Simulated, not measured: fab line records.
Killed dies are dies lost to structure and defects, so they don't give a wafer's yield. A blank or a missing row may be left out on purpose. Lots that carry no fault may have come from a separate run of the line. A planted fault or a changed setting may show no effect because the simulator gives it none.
Matching of chambers    flow n5-finfet    rie-diel-06 running N5_FIN_CUT_ETCH_20: 3 sister chambers
The step etches SiARC in CF4, target depth 26 nm, time 43.3 s. 14 wafers are shown with their chamber, then 5 later ones without.

== WAFERS, EACH WITH ITS CHAMBER ==
wafer   chamber  drypump-motor-current-A (A)  showerhead-plenum-p-Torr (Torr)  throttle-valve-pct (%)
L077.4  0        5.0                          2.27                             15.29
L077.5  2        6.4                          2.06                             16.04
L077.6  3        6.1                          2.20                             15.45
L080.1  0        5.0                          2.27                             15.32
L080.4  2        6.4                          2.06                             16.04
L080.6  2        6.4                          2.06                             16.06
L081.1  2        6.4                          2.06                             16.06
L081.3  3        6.2                          2.19                             15.43
L081.6  3        6.2                          2.19                             15.45
L083.1  2        6.4                          2.05                             16.05
L083.4  2        6.4                          2.05                             16.07
L083.5  0        5.0                          2.27                             15.31
L090.3  3        6.2                          2.19                             14.96
L090.4  0        5.0                          2.27                             15.36

SIGNATURES (means of the wafers above)
reading                   chamber 0  chamber 2  chamber 3  scatter within a chamber
drypump-motor-current-A   5.000      6.400      6.175      0.0261
showerhead-plenum-p-Torr  2.2700     2.0567     2.1925     0.00435
throttle-valve-pct        15.3200    16.0533    15.3225    0.127
Rule: a wafer lies at a distance from a chamber equal to the root of the sum of squares, over the readings, of (its reading less the chamber's mean, divided by the reading's scatter). The wafer belongs to the nearest chamber; if the next one is less than 2 further off, it can't be placed. The scatter: take each reading less its chamber's mean, square it, sum over the shown wafers, divide by the number of wafers less the number of chambers, and take the root.

== WAFERS MISSING THEIR CHAMBER ==
wafer   drypump-motor-current-A (A)  showerhead-plenum-p-Torr (Torr)  throttle-valve-pct (%)
L090.5  6.2                          2.19                             14.97
L094.2  6.4                          2.05                             16.11
L094.3  5.0                          2.26                             15.37
L097.5  6.2                          2.19                             15.00
L097.6  6.4                          2.05                             16.11

== WHICH CHAMBER EACH WENT THROUGH ==
wafer   from the rows above  in truth
L090.5  3                    3
L094.2  2                    2
L094.3  0                    0
L097.5  3                    3
L097.6  2                    2
5 of 5 placed correctly. Left unplaced by these rows: 0. 0 placed wrongly.
